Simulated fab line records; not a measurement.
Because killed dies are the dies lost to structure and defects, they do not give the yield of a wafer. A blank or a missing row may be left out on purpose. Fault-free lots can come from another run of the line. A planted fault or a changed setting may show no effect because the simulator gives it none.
fab line records	flow n5-finfet
record: lots: 12	wafers: 34	last-day: 18
route steps=1938 shown BEOL_M11@1577 BEOL_M15@1774 PASSIVATION@1936
lots that met no fault: from a run of the same line without faults
start-h: the number of hours between the record's first day and the start of the first shown wafer of the lot	wait-h: hours since the lot's step before	" repeats the value in the row above	L1.1+2: several wafers, shown together as one row	- no value present, or no start provided	* or withheld: withheld	< > ~ a bound
route shown NAME@n: names a module that has steps shown in the file, with the first one's number in the route	usual: mean/standard deviation taken from wafers without a fault	same: alike in all rows	chamber/n: place in a boat	sites: per-site readings	_std_site: standard deviation across them	_edge_site: inner sites' mean taken away from outer sites' mean	radius-mm: for every site, how far away it sits from the centre of the wafer	mask NAME#n: copy n	behind: the most recent tool/chamber to have shaped the wafer	hold: what put the lot on hold/how long, in hours/how the hold closed	device: transistor that didn't switch, given as n, p or np	end of line: the same wafers' tests at the end of the route	a step given without rows: its recipe and nothing more	killed: not the wafer's yield, but the dies lost to structure and defects at the first sort	map: dies across one wafer; x = killed, . = not, _ = none there
set.NAME: the setting that was run; set.NAME@STEP: the one run at that earlier step	model.NAME: the simulator's own value behind a step, which no gauge read
steps of the route over a sample of lots; a table a step, a row a wafer
services: when a tool's chamber went out of use (start-h, in hours from the record's first day, below 0 if earlier), for how many hours, and the reason
== steps ==
step: N5_BEOL_M11_STRIP_36
recipe: chemistry: N2/H2	power-w: 450	temp-c: 40	pressure-mtorr: 20	rf-frequency-hz: 6e+07	overash-fraction: 0.3	bias-power-w: 7	h2-frac: 0.5	n2-flow-sccm: 200	h2-flow-sccm: 200
usual: drypump-motor-current-A: 5.5/0.47	oes-product-au: 0.80/0.08	rf-vpp-V: 59.2/1.8	showerhead-plenum-p-Torr: 2.53/0.093	temp-c: 40.02/0.11	throttle-valve-pct: 23.7/0.39
lot.wafer	tool	chamber	start-h	wait-h	drypump-motor-current-A	oes-product-au	rf-hours-counter-h	rf-vpp-V	showerhead-plenum-p-Torr	temp-c	throttle-valve-pct
L647.1	rie-diel-04	2	244.24	0.0	4.7	0.70	228	60.9	2.42	39.81	24.0
L647.5	"	0	"	"	5.3	0.89	-	57.4	2.58	39.91	23.8
L647.6	"	1	"	"	5.7	0.77	-	58.2	2.52	39.96	23.5
L648.2	rie-diel-04	3	264.21	0.0	6.4	0.72	172	55.6	2.55	39.90	24.2
L648.5	"	1	"	"	5.7	0.76	-	61.0	2.52	40.03	23.6
L648.6	"	2	"	"	4.8	0.68	-	59.1	2.42	39.97	24.0
L649.4	rie-diel-01	0	264.79	0.0	5.3	0.92	26	56.2	2.69	39.70	23.5
L649.5	"	1	"	"	5.1	0.72	-	60.4	2.40	40.18	24.2
L649.6	"	2	"	"	5.4	0.87	-	58.8	2.45	40.05	23.5
L650.1	rie-diel-01	1	269.76	0.0	5.1	0.72	195	59.7	2.40	40.19	24.2
L650.3	"	3	"	"	5.6	0.89	33	56.5	2.56	40.17	22.9
L650.6	"	2	"	"	5.5	0.87	-	57.4	2.45	40.03	23.5
L652.1	rie-diel-01	1	270.51	0.0	5.1	0.71	196	60.9	2.40	40.17	24.2
L652.3	"	2	"	"	5.5	0.86	59	56.8	2.45	39.86	23.5
L652.4	"	3	"	"	5.6	0.89	34	58.7	2.56	40.16	23.0
L653.3	rie-diel-01	1	274.43	0.0	5.1	0.71	197	56.3	2.40	40.06	24.2
L653.4	"	0	"	"	5.4	0.91	29	59.0	2.69	39.95	23.5
L653.5	"	2	"	"	5.5	0.85	-	58.0	2.45	40.19	23.5
L663.1	rie-diel-04	0	347.14	0.0	5.3	0.83	70	61.1	2.57	39.88	23.8
L663.2	"	3	"	"	6.4	0.71	200	59.0	2.53	40.01	24.3
L663.6	"	2	"	"	4.7	0.96	-	58.6	2.73	40.11	23.4
L664.2	rie-diel-04	2	354.04	0.0	4.8	0.96	11	61.4	2.73	39.99	23.5
L664.3	"	0	"	"	5.3	0.81	71	59.9	2.57	40.09	23.9
L664.4	"	3	"	"	6.5	0.70	202	60.1	2.53	40.02	24.3
L665.2	rie-diel-01	0	375.09	0.0	5.4	0.87	61	59.9	2.68	40.30	23.5
L665.4	"	3	"	"	5.6	0.84	66	61.8	2.55	39.99	23.0
L665.6	"	3	"	"	5.6	0.84	-	59.6	2.54	39.93	23.0
L669.1	rie-diel-03	2	375.44	0.0	5.1	0.77	148	60.3	2.55	40.13	23.6
L669.3	"	3	"	"	6.2	0.78	93	60.1	2.46	40.17	23.6
L669.5	"	3	"	"	6.2	0.78	-	57.8	2.46	40.00	23.6
L667.2	rie-diel-01	3	377.52	0.0	5.6	0.84	67	60.0	2.54	40.02	23.0
L667.5	"	2	"	"	5.4	0.82	-	60.7	2.44	39.92	23.5
L668.1	rie-diel-03	1	377.69	0.0	5.6	0.69	242	58.3	2.50	40.03	24.0
L668.4	"	2	"	"	5.1	0.77	149	59.9	2.55	39.99	23.6
step: N5_BEOL_M15_THK_MEAS_01
recipe: reads: SiO2_of_BEOL_M15_ILD_DEP_00
usual: M15_ILD_THK: 1633/22
lot.wafer	tool	chamber	start-h	wait-h	M15_ILD_THK[nm]
L647.1	film-metro-02	-	266.59	0.1	1617
L647.5	"	-	"	"	1639
L647.6	"	-	"	"	1618
L648.2	film-metro-02	-	284.78	0.1	1577
L648.5	"	-	"	"	1643
L648.6	"	-	"	"	1603
L649.4	film-metro-01	-	285.82	0.0	1622
L649.5	"	-	"	"	1665
L649.6	"	-	"	"	1678
L652.1	film-metro-01	-	291.73	0.1	1620
L652.3	"	-	"	"	1637
L652.4	"	-	"	"	1679
L650.1	film-metro-01	-	291.96	0.1	1614
L650.3	"	-	"	"	1619
L650.6	"	-	"	"	1637
L653.3	film-metro-01	-	304.30	0.1	1676
L653.4	"	-	"	"	1682
L653.5	"	-	"	"	1647
L663.1	film-metro-01	-	372.44	0.1	1649
L663.2	"	-	"	"	1617
L663.6	"	-	"	"	1653
L664.2	film-metro-01	-	377.83	0.1	1612
L664.3	"	-	"	"	1640
L664.4	"	-	"	"	1662
L665.2	film-metro-02	-	397.57	0.3	1605
L665.4	"	-	"	"	1639
L665.6	"	-	"	"	1636
L669.1	film-metro-01	-	407.78	0.1	1632
L669.3	"	-	"	"	1635
L669.5	"	-	"	"	1655
L667.2	film-metro-02	-	408.40	0.1	1614
L667.5	"	-	"	"	1613
L668.1	film-metro-02	-	408.59	0.1	1603
L668.4	"	-	"	"	1641
step: N5_BEOL_M15_ETCH_57
recipe: chemistry: N2/H2	target: SOC	source-w: 3000	bias-w: 350	time-s: 750	ion-energy-ev: 200	pressure-mtorr: 30	n2-flow-sccm: 200	h2-flow-sccm: 200
usual: drypump-motor-current-A: 5.5/0.42	oes-product-au: 0.81/0.076	rf-vpp-V: 524.0/2.8	showerhead-plenum-p-Torr: 2.54/0.1	throttle-valve-pct: 17.8/0.32
lot.wafer	tool	chamber	start-h	wait-h	drypump-motor-current-A	oes-product-au	rf-hours-counter-h	rf-vpp-V	showerhead-plenum-p-Torr	throttle-valve-pct
L647.1	rie-diel-01	3	267.83	-	5.6	0.90	33	524.9	2.56	17.2
L647.5	"	1	"	"	5.1	0.72	-	520.9	2.41	18.1
L647.6	"	0	"	"	5.4	0.91	-	528.7	2.69	17.7
L648.2	rie-diel-01	3	285.85	-	5.6	0.88	40	527.2	2.56	17.2
L648.5	"	2	"	"	5.5	0.85	-	520.9	2.45	17.5
L648.6	"	3	"	"	5.6	0.89	-	525.4	2.56	17.2
L649.4	rie-diel-01	3	287.30	-	5.6	0.89	40	523.5	2.56	17.2
L649.5	"	1	"	"	5.1	0.72	-	520.9	2.40	18.2
L649.6	"	0	"	"	5.4	0.91	-	528.0	2.69	17.7
L652.1	rie-diel-04	3	293.18	-	6.4	0.72	184	524.2	2.54	18.2
L652.3	"	1	"	"	5.6	0.76	179	523.4	2.51	17.8
L652.4	"	0	"	"	5.3	0.86	-	524.3	2.58	17.9
L650.1	rie-diel-03	3	293.65	-	6.2	0.81	69	522.5	2.47	17.8
L650.3	"	2	"	"	5.0	0.80	125	525.1	2.56	17.8
L650.6	"	3	"	"	6.2	0.81	-	521.1	2.47	17.8
L653.3	rie-diel-01	1	305.29	-	5.1	0.70	209	519.7	2.40	18.2
L653.4	"	3	"	"	5.6	0.88	46	526.8	2.56	17.2
L653.5	"	1	"	"	5.1	0.70	-	519.2	2.40	18.2
L663.1	rie-diel-04	0	373.56	-	5.3	0.83	76	524.8	2.57	17.9
L663.2	"	1	"	"	5.6	0.74	199	523.8	2.51	17.8
L663.6	"	3	"	"	6.5	0.72	-	523.5	2.53	18.3
L664.2	rie-diel-01	3	378.96	-	5.6	0.85	68	525.1	2.55	17.3
L664.3	"	0	"	"	5.3	0.86	62	526.9	2.68	17.7
L664.4	"	2	"	"	5.5	0.83	94	523.1	2.44	17.6
L665.2	rie-diel-01	2	398.56	-	5.5	0.83	98	522.4	2.44	17.6
L665.4	"	1	"	"	5.1	0.69	236	520.7	2.39	18.2
L665.6	"	2	"	"	5.4	0.81	-	521.5	2.44	17.6
L669.1	rie-diel-01	2	408.84	-	5.5	0.82	102	522.0	2.44	17.6
L669.3	"	3	"	"	5.6	0.82	76	522.2	2.54	17.3
L669.5	"	2	"	"	5.5	0.81	-	522.1	2.44	17.6
L667.2	rie-diel-01	1	409.77	-	5.1	0.69	240	520.0	2.39	18.2
L667.5	"	3	"	"	5.6	0.83	-	524.6	2.54	17.3
L668.1	rie-diel-04	0	410.05	-	5.3	0.82	89	524.8	2.56	17.9
L668.4	"	3	"	"	6.4	0.70	220	523.6	2.53	18.3
step: N5_BEOL_M15_SPUTTER_44
recipe: material: Ta	target-thk-a: 150	temp-c: 50	bias-v: 80	power-w: 15000	chamber-pressure-pa: 0.07	time-s: 24.19
usual: throttle-valve-pct: 30.3/0.69
lot.wafer	tool	chamber	start-h	wait-h	throttle-valve-pct
L647.1	pvd-sputter-02	-	270.05	0.0	29.6
L647.5	"	-	"	"	30.5
L647.6	"	-	"	"	30.1
L648.2	pvd-sputter-02	-	290.21	0.0	30.1
L648.5	"	-	"	"	29.8
L648.6	"	-	"	"	30.5
L649.4	pvd-sputter-02	-	290.65	0.0	29.7
L649.5	"	-	"	"	30.8
L649.6	"	-	"	"	30.1
L652.1	pvd-sputter-02	-	296.62	0.0	31.5
L652.3	"	-	"	"	29.9
L652.4	"	-	"	"	30.0
L650.1	pvd-sputter-03	-	305.28	0.0	29.1
L650.3	"	-	"	"	29.9
L650.6	"	-	"	"	30.0
L653.3	pvd-sputter-01	-	310.94	0.0	30.9
L653.4	"	-	"	"	30.4
L653.5	"	-	"	"	30.3
L663.1	pvd-sputter-03	-	376.77	0.0	29.7
L663.2	"	-	"	"	30.5
L663.6	"	-	"	"	30.0
L664.2	pvd-sputter-03	-	383.72	0.0	29.9
L664.3	"	-	"	"	29.8
L664.4	"	-	"	"	29.4
L665.2	pvd-sputter-03	-	400.75	0.0	30.0
L665.4	"	-	"	"	30.2
L665.6	"	-	"	"	30.0
L669.1	pvd-sputter-01	-	412.22	0.0	29.4
L669.3	"	-	"	"	30.7
L669.5	"	-	"	"	30.1
L667.2	pvd-sputter-01	-	412.54	0.0	29.3
L667.5	"	-	"	"	31.0
L668.1	pvd-sputter-02	-	412.58	0.0	29.8
L668.4	"	-	"	"	30.8
step: N5_PASSIVATION_PROBE_49
usual: defect-limited-yield: 91.3/1.4	killed_at_M0_to_M3: 36/10	killed_at_M4_up: 13/5.4	killed-at-contacts: 12/5.3	killed-at-front-end: 39/10	killed-at-other: 3.2/2.7	killed-dies: 103/16	killed-open: 68/13	killed-short: 33/6.6	sort_bin_5_function: 5.1/0.92	sort_bin_6_memory: 3.3/0.68	sort_bin_8_speed: 0.1/0.41	sort-n-pass: 1077/17	sort-yield-pct: 91.2/1.4
same: gross-dies: 1180	killed-at-back-side: 0	sort_bin_4_leakage[%]: 0
lot.wafer	tool	chamber	start-h	wait-h	defect-limited-yield[%]	killed_at_M0_to_M3	killed_at_M4_up	killed-at-contacts	killed-at-front-end	killed-at-other	killed-dies	killed-open	killed-short	sort_bin_5_function[%]	sort_bin_6_memory[%]	sort_bin_8_speed[%]	sort-n-pass	sort-yield-pct[%]
L652.1	prober-01	-	311.93	0.0	79.2	28	152	13	51	1	245	77	30	12.7	4.2	0	935	79.2
L652.3	prober-01	-	312.03	0.1	79.7	25	152	11	50	1	239	65	35	12.8	3.7	0	941	79.7
L652.4	prober-01	-	312.08	0.2	80.4	46	123	9	51	2	231	82	35	11.0	4.9	0	949	80.4
L653.3	prober-01	-	325.48	0.1	79.7	47	148	7	37	1	240	58	45	13.1	3.8	0.1	940	79.7
L653.4	prober-01	-	325.53	0.2	80.4	45	150	5	28	3	231	53	33	12.2	4.0	0	949	80.4
L653.5	prober-01	-	325.58	0.2	79.6	43	159	12	20	7	241	67	30	13.1	4.4	0	939	79.6
killed by level:class
L652.1 BEOL_M11:unspecified=138 FIN_SAQP:geometric-particle:open=16 BEOL_M3:geometric-particle:open=11 MOL_CONTACT_COAG:geometric-particle:open=11 STI_FIN_REVEAL:geometric-particle:open=9 FIN_SAQP:geometric-particle:short=7 BEOL_M4:geometric-particle:open=7 BEOL_M3:geometric-particle:short=4
L652.3 BEOL_M11:unspecified=137 STI_FIN_REVEAL:geometric-particle:open=16 FIN_SAQP:geometric-particle:short=12 MOL_CONTACT_COAG:geometric-particle:open=10 BEOL_M3:geometric-particle:open=8 FIN_SAQP:geometric-particle:open=7 BEOL_M4:geometric-particle:open=7 BEOL_M0_SAQP:geometric-particle:short=4
L652.4 BEOL_M11:unspecified=111 STI_FIN_REVEAL:geometric-particle:open=21 BEOL_M0_SAQP:geometric-particle:short=13 BEOL_M0_SAQP:geometric-particle:open=10 BEOL_M3:geometric-particle:open=9 FIN_SAQP:geometric-particle:open=7 BEOL_M1:geometric-particle:open=6 MOL_CONTACT_COAG:geometric-particle:open=5
L653.3 BEOL_M11:unspecified=134 BEOL_M0_SAQP:geometric-particle:short=11 BEOL_M0_SAQP:geometric-particle:open=9 ILD0:geometric-particle:short=7 BEOL_M4:geometric-particle:open=7 FIN_SAQP:geometric-particle:open=6 MOL_CONTACT_COAG:geometric-particle:open=6 BEOL_M1:geometric-particle:open=6
L653.4 BEOL_M11:unspecified=144 BEOL_M1:geometric-particle:open=12 BEOL_M0_SAQP:geometric-particle:short=10 FIN_SAQP:geometric-particle:open=7 BEOL_M0_SAQP:geometric-particle:open=7 BEOL_M3:geometric-particle:open=7 FIN_SAQP:geometric-particle:short=6 GATE_CUT:geometric-particle:short=5
L653.5 BEOL_M11:unspecified=142 MOL_CONTACT_COAG:geometric-particle:open=9 BEOL_M3:geometric-particle:open=8 BEOL_M0_SAQP:geometric-particle:open=7 BEOL_M1:geometric-particle:open=7 BEOL_M0_SAQP:geometric-particle:short=6 BEOL_M0:geometric-particle:short=5 BEOL_M4:geometric-particle:open=5
== services ==
tool	chamber	start-h	hours	kind
rie-diel-01	0	223.37	15.1	repair
rie-diel-01	3	232.64	22.4	repair
rie-diel-03	-	244.35	28.1	pm
rie-diel-04	2	292.60	-	clean
rie-diel-04	2	292.60	-	consumable-replace:focus-ring
rie-diel-04	2	292.60	-	consumable-replace:showerhead
rie-diel-04	2	292.60	22.2	scheduled-down
rie-diel-04	2	292.60	22.2	vent-cycle
rie-diel-03	-	302.43	0.1	repair
rie-diel-04	-	305.71	4.3	pm
rie-diel-01	-	311.69	0.4	repair
pvd-sputter-01	-	367.25	3.0	repair
pvd-sputter-03	-	385.93	7.3	repair
rie-diel-04	1	386.02	8.0	repair
rie-diel-03	1	408.68	-	clean
rie-diel-03	1	408.68	-	consumable-replace:focus-ring
rie-diel-03	1	408.68	12.4	scheduled-down
rie-diel-03	1	408.68	12.4	vent-cycle
== key ==
first-sign: step: N5_PASSIVATION_PROBE_49	reading: killed_at_M4_up	direction: up	sigmas: 25	usual: 13	struck: 147
effect: step: N5_PASSIVATION_PROBE_49	reading: defect-limited-yield	direction: down	sigmas: 8.3	usual: 91.3	struck: 79.8
more-kills-born-at: N5_BEOL_M11_STRIP_36@rie-diel-01: 806
met-at N5_BEOL_M11_STRIP_36
struck-lots L652,L653
not-acting-at N5_BEOL_M15_THK_MEAS_01,N5_BEOL_M15_ETCH_57,N5_BEOL_M15_SPUTTER_44
onset-between 269.76 270.51
fault: kind: chamber-particle-source	tool: rie-diel-01	chamber: -	onset-h: 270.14	steps: N5_BEOL_M11_STRIP_36	rate-per-visit-cm2: 1.4923	end-h: 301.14
